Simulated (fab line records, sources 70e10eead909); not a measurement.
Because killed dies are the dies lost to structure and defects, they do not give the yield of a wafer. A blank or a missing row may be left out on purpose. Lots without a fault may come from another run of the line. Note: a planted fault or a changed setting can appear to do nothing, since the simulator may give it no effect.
A lot that was struck, set against a sound lot :: flow nandHarc :: 24 out of 1159 route steps
Sound: the wafers L497.3, L497.4, L497.5. Wafers struck: L504.2, L504.4, L504.6. The cause comes at the end.
Order at every step that has rows: each side's tool, ch and its chambers, its first start. Under that, the readings that differ: sound wafers :: struck wafers :: difference of the means :: sigmas: that difference in standard deviations of wafers without a fault.
alike: words and numbers the same on both sides, and readings whose means are apart by under 2 such deviations; not compared: readings that were withheld, readings missing a value for some wafer, numbers with overlapping values and no deviation given by the record, and bounds like >300 which may hide the same value.
Wherever a step has rows on one side only, a row that says differs or no value, or a row with sigmas, the two part there. Numbers that have no deviation but don't overlap get no sigmas and don't part them. A reading missing from all wafers of one side parts the sides only when that side holds two or more wafers.

first, 1 step without rows for these wafers: NHARC_P_M1_SRD_25.
NHARC_P_M1_INSPECT_27:
  sound on defectInspect-01 at day 7 01:23; struck on defectInspect-02 at day 9 16:49
  alike: rawDefectCount
NHARC_P_M1_PRE_CLEAN_32: time 12 s.
  sound on pecvd-01 ch 0,1, day 7 01:28; struck on pecvd-02 ch 0,1, day 9 16:53
  alike: heaterPowerW
NHARC_P_M1_DEP_33: deposits SiCN, target thk 30 nm.
  sound on pecvd-01 ch 0,1, day 7 01:37; struck on pecvd-02 ch 0,1, day 9 17:00
  alike: heaterPowerW
then, 7 steps without rows for these wafers: NHARC_P_M2_DEP_00 (deposits SiOC, target thk 182.5 nm); NHARC_P_M2_DEHYDRATE_01 (time 120 s); NHARC_P_M2_HMDS_02 (time 30 s); NHARC_P_M2_COAT_34 (time 65 s); NHARC_P_M2_COAT_03 (resist thk 90 nm); NHARC_P_M2_SOFTBAKE_04 (time 55 s); NHARC_P_M2_EBR_05.
NHARC_P_M2_EXPOSE_06: exposes mask P M2, target cd 170 nm.
  sound on arfiScanner-03 ch 0, day 7 02:41; struck on arfiScanner-02 ch 0, day 9 18:04
reading: exposureDoseMJCm2
sound: 82.1 82.2 82.0
struck: 67.1 67.1 67.1
difference: -15.0
sigmas: -25
  alike: mask
then, 2 steps without rows for these wafers: NHARC_P_M2_PEB_07 (peb time 65 s); NHARC_P_M2_DEVELOP_08 (develop time 35 s).
NHARC_P_M2_CD_MEAS_09: target cd 170 nm.
  sound on cdSem-01 ch 0, day 7 02:50; struck on cdSem-03 ch 0, day 9 18:13
reading: cdNm (nm)
sound: 169.4 170.4 169.9
struck: 156.9 157.6 157.6
difference: -12.5
sigmas: -22
NHARC_P_M2_OVL_MEAS_10: pitch 340 nm.
  sound on overlay-01 at day 7 02:55; struck on overlay-01 at day 9 18:19
  alike: overlayXNm, overlayYNm
NHARC_P_M2_INSPECT_11:
  sound on defectInspect-01 at day 7 02:57; struck on defectInspect-01 at day 9 18:21
  alike: rawDefectCount
NHARC_P_M2_DESCUM_14: chemistry O2, time 3 s.
  sound on rieDiel-09 ch 1,2,3, day 7 03:01; struck on rieDiel-03 ch 0,2, day 9 18:25
reading: model.P_M2.cdNm (nm)
sound: 169.2 170.8 169.2
struck: 157.4 157.8 157.3
difference: -12.2
sigmas: 
  alike: drypumpMotorCurrentA, o2FlowSccm, oesProductAu, rfVppV, showerheadPlenumPTorr, throttleValvePct
  not compared: rfHoursCounterH
NHARC_P_M2_ETCH_35: etches the open film in N2/H2, target depth 40 nm, overetch 12 nm, time 43.94 s.
  sound on rieDiel-09 ch 0,1,2, day 7 03:05; struck on rieDiel-03 ch 1,3, day 9 18:30
reading: oesProductAu (a.u.)
sound: 0.983 0.987 0.998
struck: 1.008 1.009 1.004
difference: +0.018
sigmas: +2
  alike: drypumpMotorCurrentA, rfVppV, showerheadPlenumPTorr, throttleValvePct
  not compared: rfHoursCounterH
NHARC_P_M2_ETCH_15: etches the open film in C4F8/Ar, target depth 182.5 nm, time 91.2 s.
  sound on rieDiel-09 ch 1,2,3; struck on rieDiel-03 ch 0,3
  alike: oesProductAu, rfVppV
  not compared: rfHoursCounterH
NHARC_P_M2_CD_MEAS_16:
  sound on cdSem-02 at day 7 03:19; struck on cdSem-02 at day 9 18:43
reading: cdNm (nm)
sound: 168.8 170.3 169.2
struck: 157.7 157.8 157.2
difference: -11.9
sigmas: -15
NHARC_P_M2_STRIP_18: strips in N2/H2.
  sound on rieDiel-12 ch 0,1,3, day 7 03:26; struck on rieDiel-03 ch 1,2,3, day 9 18:51
  alike: drypumpMotorCurrentA, oesProductAu, rfVppV, showerheadPlenumPTorr, throttleValvePct
  not compared: rfHoursCounterH
NHARC_P_M2_ETCH_28: etches the open film in CF4/N2, target depth 30 nm, time 72.99 s.
  sound on rieDiel-12 ch 0,1,2; struck on rieDiel-03 ch 0,2,3
reading: model.P_M2.cdNm (nm)
sound: 168.7 169.4 168.3
struck: 156.8 157.6 155.8
difference: -12.1
sigmas: 
  alike: drypumpMotorCurrentA, oesProductAu, rfVppV, showerheadPlenumPTorr, throttleValvePct
  not compared: rfHoursCounterH
then, 1 step without rows for these wafers: NHARC_P_M2_STRIP_19 (strips in post etch residue remover, time 600 s).

== WHERE THEY PART ==
Last at NHARC_P_M2_CD_MEAS_16 as far as this record goes, first at NHARC_P_M2_EXPOSE_06. Later steps at which nothing parts them and some readings are alike: NHARC_P_M2_STRIP_18, NHARC_P_M2_ETCH_28.

WHY: what had been put in by the simulator
Process parameters drifting: arfiScanner-02 at NHARC_P_M2_EXPOSE_06, beginning at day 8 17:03. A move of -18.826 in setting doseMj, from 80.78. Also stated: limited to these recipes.
